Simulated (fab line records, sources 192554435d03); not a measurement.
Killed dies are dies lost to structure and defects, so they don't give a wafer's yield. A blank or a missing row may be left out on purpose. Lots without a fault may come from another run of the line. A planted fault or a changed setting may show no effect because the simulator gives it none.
fab line records | flow n5_finfet
record lots=4 wafers=12 last_day=19
route steps=1938 shown HKMG_FIN@401 BEOL_M4@1111 PASSIVATION@1936
lots that met no fault: from a run of the same line without faults
start_h: hours from the record's first day to the start of the lot's first wafer shown | wait_h: hours since the lot's step before | " the same as in the row above | L1.1+2: a row that stands for several wafers | - no value, or no start given | * or withheld: withheld | < > ~ a bound
route shown NAME@n: a module of which the file shows steps, and the number in the route of the first | usual: mean/standard deviation of fault-free wafers | same: alike in all rows | chamber/n: place in a boat | sites: the reading at each site | _std_site: their standard deviation | _edge_site: outer sites' mean less inner sites' | radius_mm: how far each site lies from the wafer's centre | mask NAME#n: copy n | behind: the tool/chamber that last shaped the wafer | hold: why the lot was held/for how many hours/how that ended | device: the transistor (n, p or np) that didn't switch | end of line: the same wafers' tests at the end of the route | a step without rows: its recipe alone | killed: dies lost to structure and defects at the first sort, not the wafer's yield | map: a wafer's dies, x killed, . not, _ none there
set.NAME: the setting as run; set.NAME@STEP: as run at that earlier step | model.NAME: the simulator's own value behind a step, which no gauge read
lots at some steps of the route; a table a step, a row a wafer
services: from which hour (start_h, from the record's first day; less than 0 if before it) a tool's chamber was out of use, for how many hours, and why
## steps
# step N5_HKMG_FIN_DESCUM_53
# recipe chemistry=O2 time_s=7.9 source_power_w=50 bias_power_w=20 pressure_mtorr=20 rf_frequency_hz=2.712e+07 temp_c=40 resist=CAR-ArF o2_flow_sccm=225
# step N5_HKMG_FIN_ETCH_54
# recipe chemistry=CF4 target=SiARC target_depth_a=455 mask_material=CAR-ArF time_s=75.8 ion_energy_ev=80 pressure_mtorr=40 source_w=545 bias_w=36 Ar_flow_sccm=100 cf4_flow_sccm=100 ends=cleared
# step N5_HKMG_FIN_ETCH_55
# recipe chemistry=N2/H2 target=SOC target_depth_a=2400 temp_c=40 time_s=300 ion_energy_ev=200 mask_material=SiARC pressure_mtorr=30 source_w=840 bias_w=150 n2_flow_sccm=200 h2_flow_sccm=200
# step N5_HKMG_FIN_STRIP_56
# recipe chemistry=N2/H2 temp_c=40 n2_flow_sccm=200 h2_flow_sccm=200 rf_frequency_hz=6e+07
# step N5_HKMG_FIN_STRIP_57
# recipe chemistry=CF4 resist=SiARC power_w=300 bias_power_w=75 pressure_mtorr=50 cf4_flow_sccm=150 rf_frequency_hz=6e+07
# step N5_HKMG_FIN_ETCH_58
# recipe chemistry=N2/H2 target=SOC target_depth_a=2158 ion_energy_ev=50 bias_w=13 time_s=741 pressure_mtorr=30 source_w=875 n2_flow_sccm=200 h2_flow_sccm=200
# step N5_HKMG_FIN_STRIP_93
# recipe chemistry=N2/H2 material=SOC time_s=20 power_w=500 temp_c=40 pressure_mtorr=50 rf_frequency_hz=6e+07 bias_power_w=8 h2_frac=0.5 n2_flow_sccm=300 h2_flow_sccm=300
# step N5_HKMG_FIN_WET_ETCH_76
# recipe chemistry=dNH4OH mix=1:50 temp_c=25 target=Al2O3 stop_on=La2O3 target_depth_nm=2.25 dry=ipa_marangoni rinse_time_s=30 rinse_temp_c=23
# step N5_HKMG_FIN_STRIP_60
# recipe chemistry=N2/H2 power_w=2500 temp_c=300 h2_frac=0.65 time_s=360 pressure_mtorr=withheld n2_flow_sccm=1750 h2_flow_sccm=3250
# step N5_HKMG_FIN_WET_ETCH_77
# recipe chemistry=dHCl mix=1:10000 temp_c=25 target=La2O3 stop_on=HfO2 target_depth_nm=2
# step N5_HKMG_FIN_WET_ETCH_78
# recipe chemistry=dNH4OH mix=1:50 temp_c=25 target=Al2O3 stop_on=La2O3 target_depth_nm=4.5 dry=ipa_marangoni rinse_time_s=30 rinse_temp_c=23
# step N5_HKMG_FIN_ALD_79
# recipe material=TiN target_thk_a=15 temp_c=400 ald_precursor_family=TiCl4 ald_co_reactant=NH3 pulse_time_s=1 purge_time_s=3 co_reactant_purge_time_s=2 co_reactant_pulse_time_s=2 ald_cycles=68 pressure_torr=3
# step N5_HKMG_FIN_CVD_62
# recipe material=a-Si target_thk_a=30 temp_c=500 precursor=Si2H6 pressure_torr=1 time_s=20.8
# usual heater_power_w=1395/120
# columns lot.wafer tool chamber start_h wait_h heater_power_w
L714.3 thermal_cvd_si-01 1 116.45 0.2 1430
L714.4 " 1 " " 1420
L714.5 " 2 " " 1471
L718.2 thermal_cvd_si-01 2 142.02 0.2 1432
L718.3 " 0 " " 1550
L718.5 " 2 " " 1451
L720.3 thermal_cvd_si-01 0 152.13 0.2 1570
L720.4 " 1 " " 1410
L720.6 " 0 " " 1586
L727.2 thermal_cvd_si-02 2 195.53 0.2 1402
L727.5 " 0 " " 1348
L727.6 " 2 " " 1451
# step N5_HKMG_FIN_RTA_80
# recipe temp_c=withheld time_s=2 ambient=N2 idle_temp_c=600 ramp_up_c_per_s=150 ramp_down_c_per_s=60 cool_to_c=600
# step N5_HKMG_FIN_PRECLEAN_64
# recipe chemistry=dHF time_s=30 temp_c=25 dilution=withheld
# step N5_HKMG_FIN_WET_ETCH_65
# recipe chemistry=TMAH temp_c=70 conc_wt_pct=5 target=a-Si stop_on=TiN time_s=49 target_depth_nm=3
# step N5_HKMG_FIN_WET_ETCH_81
# recipe chemistry=SC1 target=TiN stop_on=HfO2 mix=1:1:5 temp_c=60 time_s=57 target_depth_nm=6
# step N5_HKMG_FIN_WET_ETCH_82
# recipe chemistry=dHCl mix=1:10000 temp_c=25 target=La2O3 stop_on=HfO2 target_depth_nm=2 dry=ipa_marangoni rinse_time_s=30 rinse_temp_c=23
# step N5_HKMG_FIN_ALD_36
# recipe material=TiN target_thk_a=10 temp_c=400 ald_precursor_family=TiCl4 ald_co_reactant=NH3 pulse_time_s=1 purge_time_s=3 co_reactant_purge_time_s=2 co_reactant_pulse_time_s=2 ald_cycles=47 pressure_torr=3
# step N5_HKMG_FIN_PWFM_ALD_03
# recipe material=TiN target_thk_a=20 temp_c=400 ald_precursor_family=TiCl4 ald_co_reactant=NH3 pulse_time_s=1 purge_time_s=3 co_reactant_purge_time_s=2 co_reactant_pulse_time_s=2 ald_cycles=91 pressure_torr=3
# step N5_HKMG_FIN_COAT_29
# recipe resist=SOC temp_c=250 time_s=60 spin_rpm=1500 resist_thk_nm=300
# step N5_HKMG_FIN_COAT_30
# recipe resist=SiARC temp_c=220 time_s=60 spin_rpm=1500 resist_thk_nm=35
# step N5_HKMG_FIN_COAT_06
# recipe resist=CAR-ArF spin_rpm=1500 resist_thk_nm=90
# step N5_HKMG_FIN_EBR_08
# recipe solvent=PGMEA ebr_width_mm=1.5
# step N5_HKMG_FIN_SOFTBAKE_07
# recipe temp_c=110 time_s=60 resist=CAR-ArF
# step N5_HKMG_FIN_EXPOSE_09
# recipe mask_id=NWFM na=1.35 source_shape=conventional sigma_outer=0.8 polarization=unpolarized dose_mj=39.25
# step N5_HKMG_FIN_PEB_10
# recipe peb_temp_c=withheld peb_time_s=60 resist=CAR-ArF
# step N5_HKMG_FIN_DEVELOP_11
# recipe develop_time_s=30 developer=TMAH resist=CAR-ArF dev_temp_c=23 rinse_liquid=diw dry=air_spin
# step N5_HKMG_FIN_INSPECT_14
# recipe mode=adi inspect_instrument=macro
# usual raw_defect_count=1.9/1.3
# columns lot.wafer tool chamber start_h wait_h raw_defect_count
L714.3 defect_inspect-01 - 118.41 0.0 1
L714.4 " - " " 0
L714.5 " - " " 2
L718.2 defect_inspect-01 - 143.63 0.0 2
L718.3 " - " " >300
L718.5 " - " " 5
L720.3 defect_inspect-02 - 153.81 0.0 >300
L720.4 " - " " 2
L720.6 " - " " >300
L727.2 defect_inspect-02 - 197.16 0.0 2
L727.5 " - " " 3
L727.6 " - " " 2
# step N5_HKMG_FIN_DESCUM_17
# recipe chemistry=O2 time_s=7.9 source_power_w=50 bias_power_w=20 pressure_mtorr=20 rf_frequency_hz=2.712e+07 temp_c=40 resist=CAR-ArF o2_flow_sccm=225
# step N5_BEOL_M4_RC_MEAS_101
# usual DIBL_N=36.0/1.7 DIBL_P=36.2/1.9 IOFF_N=0.154/0.028 IOFF_P=0.21/0.036 ION_N=675/11 ION_P=463/8.3 SS_N=71.4/0.63 SS_P=73.2/0.55 VT_N=250.2/3 VT_P=-251/3.7
# columns lot.wafer tool chamber start_h wait_h DIBL_N[mV/V] DIBL_P[mV/V] IOFF_N[nA/um] IOFF_P[nA/um] ION_N[uA/um] ION_P[uA/um] SS_N[mV/dec] SS_P[mV/dec] VT_N[mV] VT_P[mV]
L714.3 prober-01 0 269.66 0.3 36.8 37.1 0.153 0.19 686 458 72.4 73.3 250.4 -256
L714.4 " 0 " " 35.6 34.6 0.127 0.16 666 453 71.8 72.2 252.1 -255
L714.5 " 0 " " 35.6 35.9 0.129 0.18 661 455 70.7 73.1 252.2 -252
L720.3 prober-02 0 297.04 0.3 36.1 36.7 0.151 0.22 664 461 71.7 73.2 251.0 -250
L720.4 " 0 " " 34.7 34.9 0.135 0.19 680 475 71.2 73.0 251.2 -250
L720.6 " 0 " " 36.2 36.7 0.157 0.22 678 463 71.9 73.5 252.7 -250
L718.2 prober-01 0 297.67 0.2 35.7 35.4 0.148 0.16 674 451 70.8 73.4 249.5 -256
L718.3 " 0 " " 34.3 34.2 0.130 0.15 663 448 70.7 73.3 250.6 -256
L718.5 " 0 " " 36.5 36.8 0.164 0.18 686 462 71.8 73.0 251.3 -256
L727.2 prober-01 0 342.52 0.2 37.5 38.1 0.170 0.21 673 457 71.1 73.2 247.9 -251
L727.5 " 0 " " 39.3 40.3 0.205 0.25 679 462 72.0 73.2 246.4 -250
L727.6 " 0 " " 36.6 36.5 0.157 0.19 674 458 70.9 72.8 250.1 -250
# step N5_PASSIVATION_PROBE_49
# usual defect_limited_yield=90.9/1.4 killed_at_M0_to_M3=38/11 killed_at_M4_up=13/5.9 killed_at_contacts=14/6.4 killed_at_front_end=38/11 killed_at_other=3.3/2.5 killed_dies=107/16 killed_open=70/12 killed_short=35/7.7 sort_bin_5_function=5.3/0.94 sort_bin_6_memory=3.5/0.7 sort_n_pass=1073/16 sort_yield_pct=90.9/1.4
# same gross_dies=1180 killed_at_back_side=0 sort_bin_4_leakage[%]=0 sort_bin_8_speed[%]=0
# columns lot.wafer tool chamber start_h wait_h defect_limited_yield[%] killed_at_M0_to_M3 killed_at_M4_up killed_at_contacts killed_at_front_end killed_at_other killed_dies killed_open killed_short sort_bin_5_function[%] sort_bin_6_memory[%] sort_n_pass sort_yield_pct[%]
L714.3 prober-02 - 381.90 0.1 89.4 46 22 11 43 3 125 93 30 6.2 3.8 1055 89.4
L714.4 prober-02 - 381.95 0.2 90.6 34 24 8 41 4 111 72 38 6.0 3.0 1069 90.6
L714.5 prober-02 - 382.00 0.2 93.0 28 17 13 25 0 83 61 21 4.5 2.4 1097 93.0
L718.3 prober-01 - 407.13 0.1 78.5 34 22 18 179 1 254 69 32 13.0 4.2 926 78.5
L720.3 prober-02 - 414.74 0.1 80.3 27 7 3 193 2 232 49 36 11.9 4.3 948 80.3
L720.4 prober-02 - 414.79 0.2 91.4 28 12 5 56 1 102 63 39 4.7 3.5 1078 91.4
L720.6 prober-02 - 414.89 0.3 77.7 38 10 11 202 2 263 59 45 13.6 4.4 917 77.7
L727.2 prober-01 - 464.26 0.1 92.4 27 6 15 35 7 90 55 34 5.4 2.1 1090 92.4
# killed by level:class
L714.3 BEOL_M3:geometric_particle:open=16 STI_FIN_REVEAL:geometric_particle:open=14 BEOL_M0_SAQP:geometric_particle:open=13 MOL_CONTACT_COAG:geometric_particle:open=10 BEOL_M4:geometric_particle:open=10 FIN_SAQP:geometric_particle:open=7 BEOL_M0_SAQP:geometric_particle:short=6 BEOL_M4:geometric_particle:short=5
L714.4 BEOL_M0_SAQP:geometric_particle:short=12 BEOL_M4:geometric_particle:open=12 FIN_SAQP:geometric_particle:open=9 FIN_SAQP:geometric_particle:short=8 MOL_CONTACT_COAG:geometric_particle:open=7 BEOL_M0_SAQP:geometric_particle:open=7 BEOL_M5:geometric_particle:open=6 GATE_CUT:geometric_particle:open=5
L714.5 MOL_CONTACT_COAG:geometric_particle:open=11 BEOL_M4:geometric_particle:open=9 BEOL_M0_SAQP:geometric_particle:open=7 FIN_SAQP:geometric_particle:short=6 STI_FIN_REVEAL:geometric_particle:open=6 BEOL_M1:geometric_particle:open=6 BEOL_M0_SAQP:geometric_particle:short=4 BEOL_M3:geometric_particle:open=4
L718.3 HKMG_FIN:unspecified=153 MOL_CONTACT_COAG:geometric_particle:open=14 BEOL_M4:geometric_particle:open=12 FIN_SAQP:geometric_particle:open=8 BEOL_M2:geometric_particle:open=6 BEOL_M3:geometric_particle:open=6 BEOL_M0_SAQP:geometric_particle:short=5 FIN_SAQP:geometric_particle:short=4
L720.3 HKMG_FIN:unspecified=147 FIN_SAQP:geometric_particle:open=11 FIN_SAQP:geometric_particle:short=10 BEOL_M0_SAQP:geometric_particle:open=10 GATE_CUT:geometric_particle:short=6 GATE_CUT:geometric_particle:open=5 BEOL_M0_SAQP:geometric_particle:short=5 BEOL_M1:geometric_particle:open=5
L720.4 FIN_SAQP:geometric_particle:open=14 FIN_SAQP:geometric_particle:short=12 STI_FIN_REVEAL:geometric_particle:open=10 BEOL_M0_SAQP:geometric_particle:short=8 BEOL_M3:geometric_particle:open=8 BEOL_M0_SAQP:geometric_particle:open=7 DUMMY_GATE:geometric_particle:open=6 STI_FIN_REVEAL:geometric_particle:short=3
L720.6 HKMG_FIN:unspecified=159 BEOL_M0_SAQP:geometric_particle:short=16 FIN_SAQP:geometric_particle:short=10 STI_FIN_REVEAL:geometric_particle:open=10 MOL_CONTACT_COAG:geometric_particle:open=8 BEOL_M0_SAQP:geometric_particle:open=7 DUMMY_GATE:geometric_particle:open=6 FIN_SAQP:geometric_particle:open=5
L727.2 STI_FIN_REVEAL:geometric_particle:open=9 BEOL_M0_SAQP:geometric_particle:short=9 FIN_SAQP:geometric_particle:open=8 MOL_CONTACT_COAG:geometric_particle:open=8 MOL_CONTACT_COAG:geometric_particle:short=7 BEOL_M2:geometric_particle:open=7 FIN_SAQP:geometric_particle:short=6 BEOL_M0_SAQP:geometric_particle:open=3
# map L718.3 (x killed, . not)
_________________............________________
______________.................._____________
___________......x.....x......x....__________
__________x.xxx..x...........x...x.._________
________.x.....................x...xx._______
_______.........x.................x....______
______.x...........x...................._____
_____.x....x.x..........x.........x......____
____...............x......................___
___..............xx.........x..............__
___.....x...............x......x.........xx__
__x............x...x.....................x.._
__........x..x.x...x.............x..x......._
_.x................x.........xxx.............
_..x...............x.....xxx.x...............
_......x......x.........xxxxxxxxxxx..........
_....x.........x.....xx..xxxxxxxxx...........
_..x..................xxxxxxxxxxxxxx.x.x.....
_.x....x..x.........xxxxxxxxxxxxxxx..x.......
_.....x..x.....x.xxxx.xxxxxxxxxxxxxxxxx.x..x.
_....x....x....x.....xxxxxxxxxxxxxxx..xx.....
__.......x...........xxxxxxxxxxxxxxxx......._
__......x..x........xx..xxxxxxxxxxxx.x......_
___.......xx......x.x.xxxxxxxxxxxxxx.......__
___....xx....x...x....xxxxxxxxxx.....x.....__
____....x.................xx.xxxxx........___
_____.................xx.x...x.x....x....____
______.....................x....x......._____
_______.......x.....x....x.............______
________..............x............x.._______
__________....x...............x....._________
___________..............x......x..__________
______________................x._____________
_________________............________________
# map L720.6 (x killed, . not)
_________________...xx...x...________________
______________.....x.......x..x._____________
___________........................__________
__________....x....x..............x._________
________....xx........xx....x....xx..._______
_______....x...........................______
______.................................._____
_____...x....x.........................x.____
____...x.........x.............x......x...___
___......x..x.......x...........x..........__
___................x...........x...........__
__....x......x................x...xxx......x_
__.x.......................x.....x.........._
_....x..x.x.....x.........x...x............x.
_.x....x................x.x.xx.x....xx.....x.
_..x....................xxxxxxxxx.xx...x....x
_....xx.........x...x.xxxxxxxxxxxxxx......x..
_........x..x........xxxxxxxxxxxxx..xx.......
_....................x.xxxxxxxxxxxxx.........
_x.......x..x......x.xxxxxxxxxxxxxxxx........
_xx..x..x.x......xx...xxxxxxxxxxxxxx.........
__...............x..xx.xxxxxxxxxxxxxx..x...x_
__....x...x..........xxxxxxxxxxxxxxxxxx....._
___x..................x.xxxxxxxxxxxx.......__
___......x..x........xxxxxxxxxxxxxx..x.x...__
____.....x..........x...xxxxx.xxxx........___
_____......x...........x...xx...x........____
______.......................xx...x....._____
_______x.........................x.....______
________.................x....x......._______
__________...x....................xx_________
___________...................x....__________
______________........x........._____________
_________________.x....x.....________________
## services
# columns tool chamber start_h hours kind
thermal_cvd_si-02 1 168.09 19.4 repair
## key
first_sign step=N5_HKMG_FIN_INSPECT_14 reading=raw_defect_count direction=up sigmas=99+ usual=1.9 struck=>300
effect step=N5_PASSIVATION_PROBE_49 reading=killed_at_front_end direction=up sigmas=14 usual=38 struck=191
more_kills_born_at N5_HKMG_FIN_CVD_62@thermal_cvd_si-01=459
met_at N5_HKMG_FIN_CVD_62
struck_wafers L718.3,L720.3,L720.6
fault kind=chamber_particle_source tool=thermal_cvd_si-01 chamber=0 onset_h=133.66 steps=N5_HKMG_FIN_CVD_62 rate_per_visit_cm2=2.1407 end_h=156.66
